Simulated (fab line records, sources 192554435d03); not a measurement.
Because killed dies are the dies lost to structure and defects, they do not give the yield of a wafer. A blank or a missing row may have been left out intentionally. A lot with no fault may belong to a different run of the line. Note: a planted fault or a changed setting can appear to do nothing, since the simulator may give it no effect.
fab line records	flow n5_finfet
[record] lots = 4	wafers = 12	last_day = 20
route steps=1938 shown BEOL_M7@1299 BEOL_M8@1332 BEOL_M15@1830 PASSIVATION@1936
lots that met no fault: from a run of the same line without faults
start_h: hours from the record's first day to the start of the lot's first wafer shown	wait_h: how many hours have passed since the lot's step before this one	" the same as in the row above	L1.1+2: several wafers, shown together as one row	- either no value or no given start	* or withheld: withheld	< > ~ a bound
route shown NAME@n: NAME is a module with steps in the file, n the number in the route of the first one	usual: the fault-free wafers' mean and standard deviation	same: alike in all rows	chamber/n: place in a boat	sites: per-site readings	_std_site: standard deviation of those values	_edge_site: outer sites' mean less inner sites'	radius_mm: for every site, how far away it sits from the centre of the wafer	mask NAME#n: copy n	behind: the last tool/chamber to shape the wafer	hold: why the lot went on hold/how many hours it stayed there/how the hold came to an end	device: the n, p or np transistor that did not switch	end of line: the tests these same wafers got at the end of their route	a step with no rows: only its recipe	killed: at the first sort, the dies lost to defects and structure; wafer yield is something else	map: a wafer's dies, x killed, . not, _ none there
set.NAME: setting as actually run; set.NAME@STEP: the setting as run at that earlier step	model.NAME: the simulator's own value behind a step, which no gauge read
a table for each step, a row for each wafer; lots at some steps of the route
services: a tool's chamber out of use, with start hour (start_h, from the record's first day; less than 0 if before it), hours out, and reason
[[steps]]
[step N5_BEOL_M7_DESCUM_33]
[recipe] chemistry = O2	time_s = 7	source_power_w = 50	bias_power_w = 20	pressure_mtorr = 20	rf_frequency_hz = 2.712e+07	temp_c = 40	resist = CAR-EUV	o2_flow_sccm = 225
[step N5_BEOL_M7_ETCH_72]
[recipe] chemistry = N2/H2	target = underlayer	target_depth_a = 65	mask_material = CAR-EUV	time_s = 5.2	ion_energy_ev = 200	pressure_mtorr = 30	source_w = 840	bias_w = 150	n2_flow_sccm = 200	h2_flow_sccm = 200	ends = cleared
[step N5_BEOL_M7_ETCH_65]
[recipe] chemistry = CF4	target = SiARC	target_depth_a = 156	mask_material = CAR-EUV	time_s = 26	ion_energy_ev = 80	pressure_mtorr = 40	source_w = 545	bias_w = 36	Ar_flow_sccm = 100	cf4_flow_sccm = 100	ends = cleared
[step N5_BEOL_M7_ETCH_66]
[recipe] chemistry = N2/H2	target = SOC	target_depth_a = 800	overetch_a = 160	mask_material = SiARC	temp_c = 40	time_s = 120	ion_energy_ev = 200	pressure_mtorr = 30	source_w = 840	bias_w = 150	n2_flow_sccm = 200	h2_flow_sccm = 200
[step N5_BEOL_M7_STRIP_69]
[recipe] chemistry = N2/H2	temp_c = 40	n2_flow_sccm = 200	h2_flow_sccm = 200	rf_frequency_hz = 6e+07
[step N5_BEOL_M7_STRIP_73]
[recipe] chemistry = N2/H2	temp_c = 40	n2_flow_sccm = 200	h2_flow_sccm = 200	rf_frequency_hz = 6e+07
[step N5_BEOL_M7_VIA_ETCH_34]
[recipe] chemistry = C4F6/O2	target = SiCOH_lowk	target_depth_a = 1255	mask_material = SOC	taper_deg = 4	time_s = 50.5	ion_energy_ev = 250	pressure_mtorr = 30	source_w = 345	bias_w = 185	Ar_flow_sccm = 300	C4F6_flow_sccm = 10	O2_flow_sccm = 10
[step N5_BEOL_M7_STRIP_76]
[recipe] chemistry = C4F6/O2	resist = SiARC	rf_frequency_hz = 6e+07
[step N5_BEOL_M7_STRIP_36]
[recipe] chemistry = N2/H2	power_w = 450	temp_c = 40	pressure_mtorr = 20	rf_frequency_hz = 6e+07	overash_fraction = 0.3	bias_power_w = 7	h2_frac = 0.5	n2_flow_sccm = 200	h2_flow_sccm = 200
[step N5_BEOL_M7_TRENCH_ETCH_37]
[recipe] chemistry = C4F6/O2	target_depth_a = 934.78	target = SiCOH_lowk	time_s = 31.2	ion_energy_ev = 250	pressure_mtorr = 30	source_w = 345	bias_w = 185	Ar_flow_sccm = 300	C4F6_flow_sccm = 10	O2_flow_sccm = 10
[usual] drypump_motor_current_A = 5.7/0.46	oes_product_au = 0.78/0.07	rf_vpp_V = 668/16	run_length_s = 54.6/0.44	showerhead_plenum_p_Torr = 2.85/0.084	throttle_valve_pct = 20.95/0.22
lot.wafer	tool	chamber	start_h	wait_h	drypump_motor_current_A	oes_product_au	rf_hours_counter_h	rf_vpp_V	run_length_s	showerhead_plenum_p_Torr	throttle_valve_pct	model.BEOL_M7.feature_depth_nm	model.etch.depth_nm	model.TiN_of_BEOL_M7_HM_DEP_02.thk_nm
L104.2	rie_diel-03	3	286.93	-	4.9	0.74	200	666	60.6	2.94	21.29	113.4	113.5	16.6
L104.4	"	1	"	"	6.5	0.75	-	673	61.1	2.83	20.99	112.4	112.3	17.2
L104.5	"	3	"	"	4.9	0.73	-	666	54.6	2.94	21.28	93.6	93.52	17.8
L108.2	rie_diel-03	0	295.78	-	6.0	0.81	69	682	60.7	2.87	20.83	108.6	108.7	16.8
L108.3	"	1	"	"	6.5	0.74	188	673	54.4	2.83	20.97	92.6	92.53	17.6
L108.5	"	3	"	"	4.9	0.73	-	667	54.5	2.93	21.26	93.6	93.65	17.4
L121.2	rie_diel-02	1	377.59	-	5.4	0.80	126	675	54.5	2.97	20.79	97.6	97.59	17.2
L121.3	"	3	"	"	5.7	0.94	3	665	54.2	3.00	20.67	91	91.03	17.2
L121.5	"	1	"	"	5.4	0.80	-	674	54.1	2.97	20.79	97.2	97.23	17
L119.1	rie_diel-03	3	377.60	-	4.9	0.71	228	666	54.5	2.92	21.31	93	93.09	16.8
L119.3	"	2	"	"	5.4	0.89	21	668	53.9	2.91	20.66	94.6	94.63	16.8
L119.6	"	2	"	"	5.4	0.89	-	666	53.9	2.91	20.66	94.6	94.62	16.8
[step N5_BEOL_M7_ETCH_41]
[recipe] chemistry = CH3F/O2	target = SiCN	target_depth_a = 319	taper_deg = 2	time_s = 57.8	ion_energy_ev = 120	mask_material = TiN	pressure_mtorr = 30	source_w = 395	bias_w = 75	Ar_flow_sccm = 150	CH3F_flow_sccm = 30	O2_flow_sccm = 20
[step N5_BEOL_M7_STRIP_80]
[recipe] chemistry = N2/H2	time_s = 10	power_w = 450	temp_c = 40	pressure_mtorr = 20	rf_frequency_hz = 6e+07	bias_power_w = 7	n2_flow_sccm = 200	h2_flow_sccm = 200
[step N5_BEOL_M7_OCD_MEAS_38]
[usual] trench_depth_nm = 93.0/2
lot.wafer	tool	chamber	start_h	wait_h	trench_depth_nm
L104.2	ocd-02	-	287.09	-	114.0
L104.4	"	-	"	"	112.1
L104.5	"	-	"	"	93.1
L108.2	ocd-01	-	295.95	-	109.1
L108.3	"	-	"	"	92.8
L108.5	"	-	"	"	93.6
L121.2	ocd-02	-	377.75	-	98.3
L121.3	"	-	"	"	90.6
L121.5	"	-	"	"	97.3
L119.1	ocd-01	-	377.75	-	93.5
L119.3	"	-	"	"	94.6
L119.6	"	-	"	"	94.1
[step N5_BEOL_M7_HM_STRIP_39]
[recipe] chemistry = peroxide_tin_strip	material = TiN	target_depth_a = 250	temp_c = 50	time_s = 158
[step N5_BEOL_M7_SRD_40]
[recipe] time_s = 30	temp_c = 23	rinse_liquid = diw	dry = ipa_marangoni
[step N5_BEOL_M7_PRECLEAN_42]
[recipe] chemistry = residue_remover	time_s = 60	temp_c = 40
[step N5_BEOL_M7_SRD_43]
[recipe] time_s = 30	temp_c = 23	rinse_liquid = diw	dry = ipa_marangoni
[step N5_BEOL_M7_CURE_75]
[recipe] temp_c = 370	time_s = 120	ambient = DMADMS/He	material = SiCOH_lowk
[step N5_BEOL_M7_DEGAS_44]
[recipe] ambient = vacuum	temp_c = 250	time_s = 60
[step N5_BEOL_M7_PRE_CLEAN_45]
[recipe] gas = H2/He	time_s = 30	temp_c = 250
[step N5_BEOL_M7_ALD_77]
[recipe] material = TaN	target_thk_a = 20	temp_c = 275	ald_precursor_family = PDMAT	ald_co_reactant = NH3	pressure_torr = 3	carrier_flow_sccm = 1500	pulse_time_s = 2	purge_time_s = 3	co_reactant_purge_time_s = 2	co_reactant_pulse_time_s = 3	ald_cycles = 40	precursor_vessel_temp_c = 75	precursor_vessel_pressure_torr = 26.25	precursor_vessel_carrier_sccm = 1000
[step N5_BEOL_M7_SURFACE_TREAT_79]
[recipe] gas = Ar	time_s = *	ion_energy_ev = *	ion_current_ma_cm2 = 0.5	pressure_mtorr = *	ar_flow_sccm = 30
[step N5_BEOL_M7_CVD_78]
[recipe] material = Co	target_thk_a = 20	temp_c = withheld	precursor = CCTBA/H2	pressure_torr = 30	time_s = 142.3
[step N5_BEOL_M7_SPUTTER_48]
[recipe] material = Cu	target_thk_a = 100	temp_c = -20	bias_v = 60	power_w = 26000	chamber_pressure_pa = 0.13	time_s = 1.667
[step N5_BEOL_M7_ECD_50]
[recipe] material = Cu	target_thk_a = 3000
[step N5_BEOL_M7_ANNEAL_51]
[recipe] temp_c = 225	time_s = 90	ambient = N2
[step N5_BEOL_M7_CMP_52]
[recipe] stop_on = SiCOH_lowk	t_overpolish_s = 6.9	down_force_psi = 1	platen_rpm = 50	clearing_platen_down_force_psi = 1.5	clearing_platen_rpm = 50	post_cmp_clean = cu_alkaline	target_thk_nm = 80	clearing_platen_pad_velocity_m_s = 0.99484	pad_velocity_m_s = 0.99484
[usual] barrier_field_endpoint_s = 29.0/0.86	motor_current_A = 6.3/0.69	overpolish_run_s = 6.899/0.0095	time_to_endpoint_s = 63/3.7
lot.wafer	tool	chamber	start_h	wait_h	barrier_field_endpoint_s	motor_current_A	overpolish_run_s	time_to_endpoint_s	model.Cu_of_BEOL_M7_ECD_50.thk_nm
L104.4	cmp-03	2	289.10	0.2	29.0	6.3	6.895	59	98.6
L104.2	"	3	"	"	29.1	6.3	6.907	64	101.4
L104.5	"	1	"	"	29.3	6.2	6.903	65	81
L108.2	cmp-02	1	299.49	0.2	29.6	5.9	6.902	64	95
L108.3	"	3	"	"	28.8	5.9	6.902	57	77
L108.5	"	2	"	"	29.7	5.1	6.883	62	80.4
L121.3	cmp-03	3	384.33	0.2	29.7	6.2	6.893	66	77.2
L121.2	"	0	"	"	28.1	6.2	6.899	61	83.6
L121.5	"	2	"	"	28.8	6.4	6.901	58	82
L119.3	cmp-02	1	384.43	0.2	28.8	6.0	6.894	67	80.6
L119.1	"	2	"	"	28.0	5.0	6.889	62	78.6
L119.6	"	3	"	"	27.5	6.0	6.904	56	78.6
[step N5_BEOL_M7_THK_MEAS_53]
[recipe] thk_meas_gauge = xrf	reads = Cu_of_BEOL_M7_ECD_50
[usual] M7_THK = 78.8/2.6
lot.wafer	tool	chamber	start_h	wait_h	M7_THK[nm]
L104.2	film_metro-02	-	289.36	-	100.8
L104.4	"	-	"	"	98.4
L104.5	"	-	"	"	80.4
L108.2	film_metro-02	-	299.79	-	94.1
L108.3	"	-	"	"	76.0
L108.5	"	-	"	"	79.6
L121.2	film_metro-01	-	384.55	-	83.6
L121.3	"	-	"	"	77.4
L121.5	"	-	"	"	81.4
L119.1	film_metro-02	-	384.65	-	77.7
L119.3	"	-	"	"	79.6
L119.6	"	-	"	"	77.8
[step N5_BEOL_M7_PRE_CLEAN_55]
[recipe] gas = NH3	time_s = 15	temp_c = withheld	rf_power_w = 300
[step N5_BEOL_M7_DEP_56]
[recipe] material = SiCN	target_thk_a = 100	temp_c = withheld	precursor = 3MS/NH3	pressure_torr = 3	rf_w = 202	time_s = 17.5
[step N5_BEOL_M7_RS_MEAS_57]
[recipe] thk_meas_gauge = four-point-probe	reads = Cu_of_BEOL_M7_ECD_50+Co_of_BEOL_M7_CVD_78+TaN_of_BEOL_M7_ALD_77
[usual] M7_RS = 0.289/0.011
lot.wafer	tool	chamber	start_h	wait_h	M7_RS[ohm/sq]
L104.2	film_metro-01	-	289.49	0.1	0.218
L104.4	"	-	"	"	0.224
L104.5	"	-	"	"	0.282
L108.2	film_metro-01	-	299.92	0.1	0.235
L108.3	"	-	"	"	0.299
L108.5	"	-	"	"	0.285
L121.2	film_metro-01	-	384.68	0.1	0.272
L121.3	"	-	"	"	0.298
L121.5	"	-	"	"	0.278
L119.1	film_metro-02	-	384.81	0.1	0.293
L119.3	"	-	"	"	0.284
L119.6	"	-	"	"	0.292
[step N5_BEOL_M8_ILD_DEP_00]
[recipe] material = SiCOH_lowk	target_thk_a = 1797.5	temp_c = 300	precursor = DEMS/porogen	pressure_torr = 5	rf_w = 500	time_s = 33.4
[step N5_BEOL_M8_CURE_74]
[recipe] temp_c = 385	time_s = 240	ambient = He/Ar	material = SiCOH_lowk
[step N5_BEOL_M8_PECVD_70]
[recipe] material = SiO2	target_thk_a = 200	temp_c = 400	precursor = TEOS/O2	pressure_torr = 5.5	rf_w = 450	teos_flow_sccm = 53.8	gas = O2	flow_sccm = 3000	time_s = 22.7
[step N5_BEOL_M8_HM_DEP_02]
[recipe] material = TiN	target_thk_a = 200	temp_c = 25	chamber_pressure_pa = 0.49996
[step N5_BEOL_M8_COAT_59]
[recipe] resist = SOC	temp_c = 250	time_s = 60	spin_rpm = 1500	resist_thk_nm = 100
[step N5_BEOL_M15_RC_MEAS_101]
[usual] COMB_M10 = 1.4e-11/2.9e-12	COMB_M11 = 1.5e-11/3e-12	COMB_M11_max_site = 2.1e-11/5.2e-12	COMB_M12 = 5.9e-12/1.4e-12	COMB_M13 = 4.4e-12/8.8e-13	COMB_M14 = 3.4e-12/8.3e-13	COMB_M14_max_site = 5e-12/1.3e-12	COMB_M15 = 2.2e-12/5.6e-13	COMB_M5 = 3.6e-11/6.6e-12	COMB_M6 = 2.5e-11/5.3e-12	COMB_M8 = 2.5e-11/5.5e-12	COMB_M9 = 1.41e-11/2.9e-12	SERP_M10 = 3.06/0.1	SERP_M11 = 3.11/0.11	SERP_M12 = 0.635/0.022	SERP_M13 = 0.309/0.0067	SERP_M14 = 0.157/0.006	SERP_M5 = 40.0/2.3	SERP_M6 = 13.6/0.73	SERP_M7 = 14.0/0.71	SERP_M7_max_site = 14.6/0.84	SERP_M8 = 13.9/0.71	SERP_M9 = 3.06/0.11
lot.wafer	tool	chamber	start_h	wait_h	COMB_M10[S/m]	COMB_M11[S/m]	COMB_M11_max_site[S/m]	COMB_M12[S/m]	COMB_M13[S/m]	COMB_M14[S/m]	COMB_M14_max_site[S/m]	COMB_M15[S/m]	COMB_M5[S/m]	COMB_M6[S/m]	COMB_M8[S/m]	COMB_M9[S/m]	SERP_M10[ohm/um]	SERP_M11[ohm/um]	SERP_M12[ohm/um]	SERP_M13[ohm/um]	SERP_M14[ohm/um]	SERP_M5[ohm/um]	SERP_M6[ohm/um]	SERP_M7[ohm/um]	SERP_M7_max_site[ohm/um]	SERP_M8[ohm/um]	SERP_M9[ohm/um]
L104.2	prober-01	0	347.11	0.2	1.28e-11	1.7e-11	2.5e-11	5.3e-12	4e-12	2.5e-12	3.6e-12	2.8e-12	2.9e-11	1.8e-11	2.4e-11	1.69e-11	3.15	3.04	0.655	0.304	0.152	40.6	12.6	11.3	12.4	12.7	2.83
L104.4	"	0	"	"	1.64e-11	1.1e-11	1.4e-11	6.8e-12	5.3e-12	3.4e-12	4.9e-12	3.4e-12	3.2e-11	1.7e-11	2.9e-11	1.71e-11	3.20	3.08	0.611	0.309	0.170	38.2	14.0	12.0	12.2	13.6	3.27
L104.5	"	0	"	"	1.42e-11	1.5e-11	1.7e-11	8.5e-12	4.5e-12	3.1e-12	4.6e-12	1.9e-12	4.3e-11	2.2e-11	2.7e-11	1.53e-11	3.07	3.04	0.612	0.307	0.165	41.9	13.9	14.7	15.6	13.7	3.03
L108.2	prober-02	0	360.88	0.2	1.26e-11	1.8e-11	2.2e-11	5.6e-12	3.9e-12	3.5e-12	4.1e-12	1.9e-12	3.2e-11	2.2e-11	2.7e-11	8.2e-12	3.10	2.91	0.616	0.303	0.151	41.2	13.2	11.5	11.9	13.3	3.07
L108.3	"	0	"	"	1.32e-11	1.8e-11	2.4e-11	4e-12	3.5e-12	3.9e-12	5.8e-12	1.6e-12	4.4e-11	3.3e-11	2.3e-11	1.19e-11	3.23	3.34	0.621	0.306	0.153	40.2	12.4	15.8	16.7	12.7	2.93
L108.5	"	0	"	"	1.03e-11	1.8e-11	2.8e-11	4.7e-12	4.8e-12	4.6e-12	6e-12	1.9e-12	4.7e-11	3e-11	2.4e-11	1.45e-11	2.95	3.32	0.613	0.313	0.153	42.1	13.9	14.4	15.3	13.0	3.09
L121.2	prober-01	0	460.59	0.2	1.77e-11	1.5e-11	2e-11	1.07e-11	4.3e-12	2.5e-12	4e-12	2.4e-12	3.7e-11	2.9e-11	3.3e-11	1.47e-11	2.98	3.03	0.669	0.302	0.162	38.7	13.7	13.3	13.8	13.8	3.20
L121.3	"	0	"	"	1.37e-11	1.9e-11	3.8e-11	6.5e-12	3.6e-12	3.8e-12	5.2e-12	2.8e-12	3.5e-11	2.2e-11	2.9e-11	1.61e-11	2.92	3.03	0.619	0.309	0.151	39.6	13.2	14.5	15.1	15.6	3.14
L121.5	"	0	"	"	9.8e-12	1.7e-11	2.8e-11	5.1e-12	4.1e-12	5e-12	5.7e-12	1.6e-12	3.7e-11	2.5e-11	1.8e-11	8.2e-12	3.07	3.10	0.673	0.320	0.161	39.8	13.2	13.3	14.6	14.5	2.91
L119.1	prober-01	0	474.50	0.0	1.2e-11	1e-11	1.8e-11	4.4e-12	4.1e-12	2.7e-12	3.4e-12	2.1e-12	4.1e-11	2.5e-11	1.5e-11	1.8e-11	3.04	3.10	0.616	0.302	0.155	41.1	13.0	14.3	14.7	13.6	2.92
L119.3	"	0	"	"	1.25e-11	1.2e-11	1.8e-11	4.4e-12	4.8e-12	3.9e-12	5e-12	2.2e-12	2.8e-11	3e-11	1.8e-11	1.6e-11	2.96	3.09	0.639	0.310	0.155	41.7	13.2	13.3	14.0	14.3	3.13
L119.6	"	0	"	"	1.26e-11	1.6e-11	1.9e-11	5.8e-12	5.2e-12	2.1e-12	5e-12	1.7e-12	3.5e-11	2.3e-11	2.4e-11	1e-11	3.03	3.18	0.635	0.303	0.158	40.8	13.5	14.0	14.6	14.4	3.07
// sites SERP_M7 radius_mm=0,75,75,75,75,140,140,140,140
L104.2 10.9 10.9 11.3 11.0 11.3 12.3 12.0 11.8 12.4
L108.2 11.5 11.8 11.6 11.4 11.5 11.8 11.5 11.9 11.0
L121.2 12.3 12.8 13.1 13.1 13.3 13.7 13.8 13.6 13.7
L119.1 13.8 14.3 14.7 14.1 14.6 14.3 14.2 14.3 14.5
[step N5_PASSIVATION_PROBE_49]
[usual] defect_limited_yield = 91.2/1.5	killed_at_M0_to_M3 = 36/10	killed_at_M4_up = 14/5.2	killed_at_contacts = 12/6	killed_at_front_end = 37/10	killed_at_other = 4/3.3	killed_dies = 104/18	killed_open = 68/14	killed_short = 34/7.4	sort_bin_4_leakage = 0.01/0.04	sort_bin_5_function = 5.2/1	sort_bin_6_memory = 3.3/0.7	sort_n_pass = 1076/18	sort_yield_pct = 91.2/1.5
[same] gross_dies = 1180	killed_at_back_side = 0	sort_bin_8_speed[%] = 0
lot.wafer	tool	chamber	start_h	wait_h	defect_limited_yield[%]	killed_at_M0_to_M3	killed_at_M4_up	killed_at_contacts	killed_at_front_end	killed_at_other	killed_dies	killed_open	killed_short	sort_bin_4_leakage[%]	sort_bin_5_function[%]	sort_bin_6_memory[%]	sort_n_pass	sort_yield_pct[%]
L108.2	prober-01	-	375.65	0.1	91.3	30	14	10	41	8	103	65	37	0	4.4	4.0	1077	91.3
L108.3	prober-01	-	375.70	0.1	90.9	25	10	15	56	1	107	63	43	0	5.6	3.1	1073	90.9
L108.5	prober-01	-	375.80	0.2	93.2	33	8	10	23	6	80	45	32	0	4.2	2.1	1100	93.2
// killed by level:class
L108.2 FIN_SAQP:geometric_particle:open=14 GATE_CUT:geometric_particle:short=9 BEOL_M0_SAQP:geometric_particle:open=9 BEOL_M4:geometric_particle:open=7 BEOL_M0_SAQP:geometric_particle:short=7 MOL_CONTACT_COAG:geometric_particle:open=6 BEOL_M3:geometric_particle:open=6 MIM_BOT:geometric_particle:open=6
L108.3 FIN_SAQP:geometric_particle:short=17 MOL_CONTACT_COAG:geometric_particle:open=12 GATE_CUT:geometric_particle:short=11 FIN_SAQP:geometric_particle:open=9 BEOL_M2:geometric_particle:open=7 BEOL_M0_SAQP:geometric_particle:open=5 ILD0:geometric_particle:open=4 GATE_CUT:geometric_particle:open=4
L108.5 BEOL_M0_SAQP:geometric_particle:short=9 FIN_SAQP:geometric_particle:short=8 MOL_CONTACT_COAG:geometric_particle:open=7 BEOL_M0_SAQP:geometric_particle:open=7 BEOL_M2:geometric_particle:open=7 BEOL_M5:geometric_particle:open=5 FIN_SAQP:geometric_particle:open=4 MOL_CONTACT_COAG:geometric_particle:short=3
[[services]]
tool	chamber	start_h	hours	kind
cmp-02	-	263.41	-	consumable_replace:conditioner
cmp-02	-	263.41	-	consumable_replace:pad
rie_diel-03	2	285.40	-	clean
rie_diel-03	2	285.40	-	consumable_replace:focus_ring
rie_diel-03	2	285.40	16.3	scheduled_down
rie_diel-03	2	285.40	16.3	vent_cycle
cmp-02	-	289.59	4.6	pm
cmp-02	-	321.72	0.3	repair
cmp-02	-	328.59	0.6	repair
rie_diel-02	3	351.50	-	clean
rie_diel-02	3	351.50	-	consumable_replace:focus_ring
rie_diel-02	3	351.50	-	consumable_replace:showerhead
rie_diel-02	3	351.50	17.3	scheduled_down
rie_diel-02	3	351.50	17.3	vent_cycle
cmp-03	-	358.93	2.4	repair
cmp-02	-	359.12	1.0	repair
cmp-02	-	367.04	9.2	repair
cmp-03	-	369.83	10.2	pm
rie_diel-03	-	377.95	28.1	pm
cmp-03	-	381.43	2.7	repair
rie_diel-02	-	383.26	0.5	repair
[[key]]
[first_sign] step = N5_BEOL_M7_TRENCH_ETCH_37	reading = run_length_s	direction = up	sigmas = 14	usual = *	struck = *
[effect] step = N5_BEOL_M7_OCD_MEAS_38	reading = trench_depth_nm	direction = up	sigmas = 9.6	usual = 93.0	struck = 111.7
[effect] step = N5_BEOL_M7_THK_MEAS_53	reading = M7_THK	direction = up	sigmas = 7.4	usual = 78.8	struck = 97.8
[effect] step = N5_BEOL_M7_RS_MEAS_57	reading = M7_RS	direction = down	sigmas = 5.9	usual = 0.289	struck = 0.226
[effect] step = N5_BEOL_M15_RC_MEAS_101	reading = SERP_M7	direction = down	sigmas = 3.5	usual = 14.0	struck = 11.6
[model_effect] step = N5_BEOL_M7_TRENCH_ETCH_37	value = BEOL_M7.feature_depth_nm	without = 93.13	struck = 111.5
[model_effect] step = N5_BEOL_M7_CMP_52	value = Cu_of_BEOL_M7_ECD_50.thk_nm	without = 79.93	struck = 98.33
met_at N5_BEOL_M7_TRENCH_ETCH_37
struck_wafers L104.2,L104.4,L108.2
[fault] kind = process_parameter_drift	tool = rie_diel-03	chamber = -	onset_h = 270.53	steps = N5_BEOL_M7_TRENCH_ETCH_37	channel = time_s	offset = *	shape = step	end_h = 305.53	scope = struck_wafers_only	acts_in = *	stated = *
